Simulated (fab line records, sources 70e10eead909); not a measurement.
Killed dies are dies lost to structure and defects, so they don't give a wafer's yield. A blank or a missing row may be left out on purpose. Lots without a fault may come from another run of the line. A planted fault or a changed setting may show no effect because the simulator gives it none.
Chamber matching | flow nand_harc | NHARC_P_CONTACT_CMP_24 on cmp-01: 4 sister chambers
The step polishes, t overpolish 30 s, target thk 200 nm. 8 wafers are shown with their chamber, then 10 later ones without.

WAFERS WITH THEIR CHAMBER
wafer  | chamber | motor_current_A (A) | overpolish_run_s (s)
L079.4 | 1       | 14.0                | 30.001
L080.6 | 0       | 13.8                | 29.986
L081.2 | 1       | 14.2                | 30.003
L085.2 | 3       | 12.6                | 29.990
L085.3 | 0       | 13.4                | 29.991
L085.6 | 2       | 13.1                | 29.993
L091.3 | 2       | 12.6                | 29.986
L091.4 | 3       | 13.7                | 30.000

WAFERS WITHOUT THEIR CHAMBER
wafer  | motor_current_A (A) | overpolish_run_s (s)
L091.6 | 13.7                | 29.994
L092.1 | 12.1                | 29.991
L092.3 | 12.5                | 30.001
L092.6 | 13.5                | 29.992
L093.3 | 13.0                | 30.003
L093.5 | 12.4                | 30.015
L093.6 | 13.9                | 29.999
L094.4 | 14.2                | 30.001
L094.5 | 14.1                | 30.005
L094.6 | 12.2                | 29.995

WHICH CHAMBER EACH WENT THROUGH
wafer  | from the rows above               | in truth
L091.6 | can't be placed: 0 or 3 or 1 or 2 | 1
L092.1 | can't be placed: 2 or 3 or 0      | 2
L092.3 | can't be placed: 3 or 2 or 1 or 0 | 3
L092.6 | can't be placed: 0 or 3 or 2 or 1 | 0
L093.3 | can't be placed: 3 or 1 or 2 or 0 | 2
L093.5 | can't be placed: 3 or 1 or 2 or 0 | 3
L093.6 | can't be placed: 1 or 3 or 0      | 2
L094.4 | 1                                 | 1
L094.5 | 1                                 | 1
L094.6 | can't be placed: 2 or 3 or 0      | 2
Placed correctly: 2 of 10. Can't be placed from these rows: 8 (the true chamber is among the candidates in 7). Placed wrongly: 0.
How it was worked out, from the rows above alone: a wafer's distance from a chamber is the root of the sum, over the readings, of the square of ((its reading less the chamber's mean) divided by the reading's scatter). The wafer belongs to the nearest chamber; if the next one is less than 2 further off, it can't be placed. A chamber's mean is the mean of its shown wafers. The scatter: the root of (the sum of the squares of (reading less its chamber's mean) over the shown wafers, divided by (wafers less chambers)).
